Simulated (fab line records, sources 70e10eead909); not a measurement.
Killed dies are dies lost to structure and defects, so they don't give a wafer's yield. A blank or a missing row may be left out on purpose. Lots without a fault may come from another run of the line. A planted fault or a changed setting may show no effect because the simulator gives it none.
Chamber matching | flow nand_harc | NHARC_A_M0_PRE_CLEAN_31 on pecvd-02: 3 sister chambers
The step time 12 s. 6 wafers are shown with their chamber, then 7 later ones without.

WAFERS WITH THEIR CHAMBER
wafer  | chamber | heater_power_w (W) | rf_fwd_power_W (W)
L075.1 | 0       | 684                | 291.8
L083.2 | 0       | 685                | 290.4
L091.3 | 2       | 615                | 292.2
L091.4 | 2       | 609                | 292.6
L094.1 | 1       | 583                | 294.9
L094.4 | 1       | 584                | 292.6

WAFERS WITHOUT THEIR CHAMBER
wafer  | heater_power_w (W) | rf_fwd_power_W (W)
L094.5 | 677                | 291.9
L092.4 | 640                | 291.3
L092.5 | 671                | 291.7
L092.6 | 548                | 293.0
L096.1 | 721                | 293.3
L096.3 | 686                | 292.7
L096.6 | 727                | 293.1

WHICH CHAMBER EACH WENT THROUGH
wafer  | from the rows above | in truth
L094.5 | 0                   | 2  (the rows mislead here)
L092.4 | 2                   | 2
L092.5 | 0                   | 0
L092.6 | 1                   | 1
L096.1 | 0                   | 0
L096.3 | 0                   | 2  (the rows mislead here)
L096.6 | 0                   | 0
Placed correctly: 5 of 7. Can't be placed from these rows: 0. Placed wrongly: 2.
How it was worked out, from the rows above alone: a wafer's distance from a chamber is the root of the sum, over the readings, of the square of ((its reading less the chamber's mean) divided by the reading's scatter). The wafer belongs to the nearest chamber; if the next one is less than 2 further off, it can't be placed. A chamber's mean is the mean of its shown wafers. The scatter: the root of (the sum of the squares of (reading less its chamber's mean) over the shown wafers, divided by (wafers less chambers)).
